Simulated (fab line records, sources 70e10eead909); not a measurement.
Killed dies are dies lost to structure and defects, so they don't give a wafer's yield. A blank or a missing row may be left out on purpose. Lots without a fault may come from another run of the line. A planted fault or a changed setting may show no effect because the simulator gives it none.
Which tool did it? | flow nand_harc | 14 lots, 42 wafers sampled, at 4 steps of a route of 1302

WHAT THE GAUGES READ, wafer by wafer
NHARC_A_ONON_D2_THK_MEAS_18: measures by ellipsometry. Usual: thk_nm 1002 nm, standard deviation 9.2.
lot  | measured     | on            | thk_nm (nm)    | flag
L773 | day 12 15:11 | film_metro-01 | 1014 1011 1014 |
L775 | day 13 03:14 | film_metro-01 | 1009 1010 1007 |
L774 | day 13 03:14 | film_metro-02 | 1016 1016 1016 |
L783 | day 17 00:55 | film_metro-01 | 1902 998 1001  | OFF
L785 | day 18 04:14 | film_metro-01 | 1899 998 997   | OFF
L787 | day 19 00:39 | film_metro-01 | 998 1001 998   |
L788 | day 19 00:38 | film_metro-02 | 983 983 981    |
L790 | day 19 20:08 | film_metro-02 | 1013 1011 1010 |
L791 | day 20 03:39 | film_metro-02 | 998 997 997    |
L792 | day 21 05:47 | film_metro-02 | 1011 1012 1010 |
L793 | day 21 17:45 | film_metro-01 | 1009 1011 1012 |
L795 | day 22 08:13 | film_metro-01 | 1000 1001 1002 |
L796 | day 22 08:13 | film_metro-01 | 1004 1003 1005 |
L794 | day 22 08:13 | film_metro-02 | 998 999 999    |

NHARC_A_ONON_D2_INSPECT_32. Usual: raw_defect_count 477, standard deviation 190.
lot  | measured     | on                | raw_defect_count | flag
L773 | day 12 18:00 | defect_inspect-02 | 374 288 370      |
L775 | day 13 06:03 | defect_inspect-02 | 413 448 323      |
L774 | day 13 06:05 | defect_inspect-02 | 557 339 448      |
L783 | day 17 03:43 | defect_inspect-02 | 648 710 803      |
L785 | day 18 07:03 | defect_inspect-01 | 461 532 439      |
L787 | day 19 03:28 | defect_inspect-01 | 440 624 612      |
L788 | day 19 03:29 | defect_inspect-02 | 366 663 392      |
L790 | day 19 23:01 | defect_inspect-02 | 326 718 664      |
L791 | day 20 06:28 | defect_inspect-01 | 330 504 303      |
L792 | day 21 08:35 | defect_inspect-02 | 269 510 698      |
L793 | day 21 21:00 | defect_inspect-02 | 439 1100 611     |
L795 | day 22 11:04 | defect_inspect-02 | 524 730 452      |
L796 | day 22 11:02 | defect_inspect-02 | 252 535 493      |
L794 | day 22 11:02 | defect_inspect-01 | 365 339 353      |

NHARC_END_SORT_01. Usual: killed_at_array 52, standard deviation 18; killed_at_other 1.2, standard deviation 1.5; killed_at_periphery 4, standard deviation 3.2; killed_dies 57, standard deviation 17; killed_open 3.1, standard deviation 1.9; killed_short 2.5, standard deviation 1.7.
lot  | measured     | on        | killed_at_array | killed_at_other | killed_at_periphery | killed_dies | killed_open | killed_short | flag
L783 | day 28 17:08 | prober-02 | 673 55 32       | 1 1 0           | 3 3 2               | 677 59 34   | 2 2 3       | 0 4 1        | OFF
L785 | day 29 15:56 | prober-02 | 674 70 68       | 0 0 0           | 3 5 2               | 677 75 70   | 2 0 7       | 1 2 3        | OFF

WHICH TOOL RAN EACH LOT (tool, then ch and the chambers of the sampled wafers, then the start)
lot  | NHARC_A_ONON_D2_DEP_16
L773 | pecvd_onon-03 ch 0, day 12 14:41
L775 | pecvd_onon-01 ch 0, day 13 02:44
L774 | pecvd_onon-03 ch 0, day 13 02:50
L783 | pecvd_onon-01 ch 0, day 17 00:31
L785 | pecvd_onon-01 ch 0, day 18 03:54
L787 | pecvd_onon-04 ch 0, day 19 00:08
L788 | pecvd_onon-03 ch 0, day 19 00:15
L790 | pecvd_onon-04 ch 0, day 19 19:38
L791 | pecvd_onon-04 ch 0, day 20 03:16
L792 | pecvd_onon-03 ch 0, day 21 05:23
L793 | pecvd_onon-01 ch 0, day 21 17:14
L795 | pecvd_onon-01 ch 0, day 22 07:46
L796 | pecvd_onon-03 ch 0, day 22 07:49
L794 | pecvd_onon-04 ch 0, day 22 07:53
- NHARC_A_ONON_D2_DEP_16: target thk 1000 nm.

WHAT THE TOOLS THEMSELVES READ (means of the sampled wafers that have a number; where no wafer has one, the mark that the record gives instead)
The record holds no such reading with a usual standard deviation.

THE ANSWER, worked out from the rows above alone
Rule: a lot is off if the mean of its wafers that have a number lies more than 3 standard deviations from the usual mean. A lot without any number at a reading at which 4 lots or more have one is off too. The other lots that the step has rows for count as sound. The gauges are gone through in route order, then the tools' own readings, and for those a lot's mean is taken as printed above. The first step at which some lot is off is used, and at that step the reading that is off furthest; a lot without a number counts as furthest.
Off: L783, L785, at NHARC_A_ONON_D2_THK_MEAS_18 (thk_nm).
A tool fits if, at a process step before that reading, it ran every lot that is off, and no sound lot after the first of them. The gauges at NHARC_A_ONON_D2_THK_MEAS_18 aren't tried: what is off there is off at NHARC_END_SORT_01 too, on other tools, and a gauge's error can't cause that. None of those tried fits.

WHAT THE SIMULATOR HAD PUT IN
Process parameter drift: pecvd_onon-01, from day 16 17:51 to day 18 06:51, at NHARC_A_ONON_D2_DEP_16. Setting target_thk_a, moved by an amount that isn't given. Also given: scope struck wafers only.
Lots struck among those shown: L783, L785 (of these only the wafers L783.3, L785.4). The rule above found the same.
